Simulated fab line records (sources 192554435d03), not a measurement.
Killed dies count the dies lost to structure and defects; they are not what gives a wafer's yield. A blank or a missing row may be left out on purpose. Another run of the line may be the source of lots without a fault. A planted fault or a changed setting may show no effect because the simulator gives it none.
Chamber matching    flow n5-finfet    4 sister chambers for N5_BEOL_M13_ETCH_67 on rie-diel-01
The step etches SiARC in CF4, target depth 143 nm, time 238.3 s. 4 wafers are shown with their chamber, then 8 later ones without.

## WAFERS, EACH WITH ITS CHAMBER
wafer   chamber  drypump-motor-current-A (A)
L086.1  2        5.0
L086.2  1        5.7
L086.4  0        4.9
L089.1  3        5.3

## WAFERS WITHOUT THEIR CHAMBER
wafer   drypump-motor-current-A (A)
L089.4  4.9
L089.6  5.0
L096.2  5.3
L096.3  5.0
L096.4  4.9
L097.2  5.3
L097.3  5.8
L097.6  5.8

## THE CHAMBER EACH PASSED THROUGH
wafer   from the rows above  in truth
L089.4  0                    0
L089.6  2                    2
L096.2  3                    3
L096.3  2                    2
L096.4  0                    0
L097.2  3                    3
L097.3  1                    1
L097.6  1                    1
Correct placement for 8 of the 8. From these rows, 0 cannot be placed. 0 placed wrongly.
How it was worked out, from the rows above alone: a wafer's distance from a chamber is the root of the sum, over the readings, of the square of ((its reading less the chamber's mean) divided by the reading's scatter). If the next closest chamber is less than 2 further off than the closest, the wafer can't be placed; otherwise it belongs to the closest. Each chamber's mean is taken over the wafers shown for it. The scatter (one wafer shown for each chamber): square how far every hidden wafer sits from the nearest shown wafer, average those squares and take the square root.
